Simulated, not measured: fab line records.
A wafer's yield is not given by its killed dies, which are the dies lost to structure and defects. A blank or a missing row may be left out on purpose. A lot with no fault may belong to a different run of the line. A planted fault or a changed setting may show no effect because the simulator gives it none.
A struck lot beside a sound one | flow nand_harc | 20 out of 1302 route steps
Sound: the wafers L944.1, L944.2, L944.3. Wafers struck: L953.1, L953.4, L953.5. Last of all comes the cause.
For every step that has rows: the tool of each side, followed by ch and its chambers, followed by its first start. Under that, the readings that differ: sound wafers | struck wafers | difference of the means | sigmas: that difference in standard deviations of wafers without a fault.
alike: readings with means less than 2 such deviations apart, plus words and numbers identical on both sides. not compared: withheld readings, readings lacking a value on some wafer, bounds such as >300 that could conceal the same value, and numbers that have no deviation in the record and whose values overlap.
Wherever a step has rows on one side only, a row that says differs or no value, or a row with sigmas, the two part there. Numbers that have no deviation but don't overlap get no sigmas and don't part them. A reading missing from all wafers of one side parts the sides only when that side holds two or more wafers.

NHARC_A_CONTACT_CMP_20: polishes, t overpolish 30 s, target thk 300 nm.
  sound on cmp-03 ch 0,1,2, day 22 23:59; struck on cmp-03 ch 1,3, day 27 05:00
  alike: motor_current_A, overpolish_run_s, time_to_endpoint_s
then, 1 step without rows for these wafers: NHARC_A_CONTACT_SRD_22.
NHARC_A_CONTACT_INSPECT_23:
  struck on defect_inspect-02, day 27 05:23; sound on defect_inspect-02, day 23 00:23
  reading          | sound       | struck      | difference | sigmas
  raw_defect_count | 991 635 633 | 437 420 435 | -322       | -2
then, 8 steps without rows for these wafers: NHARC_A_BLC_DEHYDRATE_00 (time 120 s); NHARC_A_BLC_HMDS_01 (time 30 s); NHARC_A_BLC_COAT_02 (time 75 s); NHARC_A_BLC_COAT_03 (time 65 s); NHARC_A_BLC_COAT_04 (resist thk 90 nm); NHARC_A_BLC_SOFTBAKE_05 (time 55 s); NHARC_A_BLC_EBR_06; NHARC_A_BLC_EXPOSE_07 (exposes mask A BLC, target cd 100 nm).
NHARC_A_BLC_PEB_08: peb time 65 s.
  sound on litho_track-06 ch 0, day 23 00:41; struck on litho_track-04 ch 0, day 27 05:48
  alike: heater_power_total_W, plate_temp_C
then, 1 step without rows for these wafers: NHARC_A_BLC_DEVELOP_09 (develop time 35 s).
NHARC_A_BLC_CD_MEAS_10: the cd target is 100 nm.
  sound on cd_sem-02 ch 0, day 23 00:46; struck on cd_sem-01 ch 0, day 27 05:53
  alike: cd_nm
NHARC_A_BLC_OVL_MEAS_11:
  struck on overlay-02, day 27 05:58; sound on overlay-01, day 23 00:51
  alike: overlay_x_nm, overlay_y_nm
NHARC_A_BLC_INSPECT_12:
  struck on defect_inspect-01, day 27 06:01; sound on defect_inspect-01, day 23 00:53
  reading          | sound       | struck   | difference | sigmas
  raw_defect_count | 179 163 145 | 41 32 39 | -125       | -3
NHARC_A_BLC_DESCUM_15: chemistry O2, time 3 s.
  sound on rie_diel-08 ch 0,1,3, day 23 00:57; struck on rie_diel-13 ch 2,3, day 27 06:05
  alike: drypump_motor_current_A, mfc_ar_sccm, oes_product_au, rf_vpp_V, showerhead_plenum_p_Torr, throttle_valve_pct
  not compared: rf_hours_counter_h, model.A_BLC.cd_nm
NHARC_A_BLC_ETCH_16: etches the open film in CF4, target depth 39 nm, time 65 s.
  sound on rie_diel-08 ch 0,1,2, day 23 01:02; struck on rie_diel-13 ch 1,2, day 27 06:09
  alike: drypump_motor_current_A, mfc_ar_sccm, oes_product_au, rf_vpp_V, showerhead_plenum_p_Torr, throttle_valve_pct
  not compared: rf_hours_counter_h, model.A_BLC.cd_nm
NHARC_A_BLC_ETCH_17: etches the open film in N2/H2, target depth 390 nm, time 609.38 s.
  sound on rie_diel-08 ch 0,1,3; struck on rie_diel-13 ch 0,2
  alike: drypump_motor_current_A, h2_flow_sccm, mfc_ar_sccm, oes_product_au, rf_vpp_V, showerhead_plenum_p_Torr, throttle_valve_pct
  not compared: rf_hours_counter_h
then, 1 step without rows for these wafers: NHARC_END_SORT_01.

## WHERE THEY PART
Earliest at NHARC_A_CONTACT_INSPECT_23; latest, in this record, at NHARC_A_BLC_INSPECT_12. Later steps at which nothing parts them and some readings are alike: NHARC_A_BLC_DESCUM_15, NHARC_A_BLC_ETCH_16, NHARC_A_BLC_ETCH_17.

WHY: the cause the simulator had injected
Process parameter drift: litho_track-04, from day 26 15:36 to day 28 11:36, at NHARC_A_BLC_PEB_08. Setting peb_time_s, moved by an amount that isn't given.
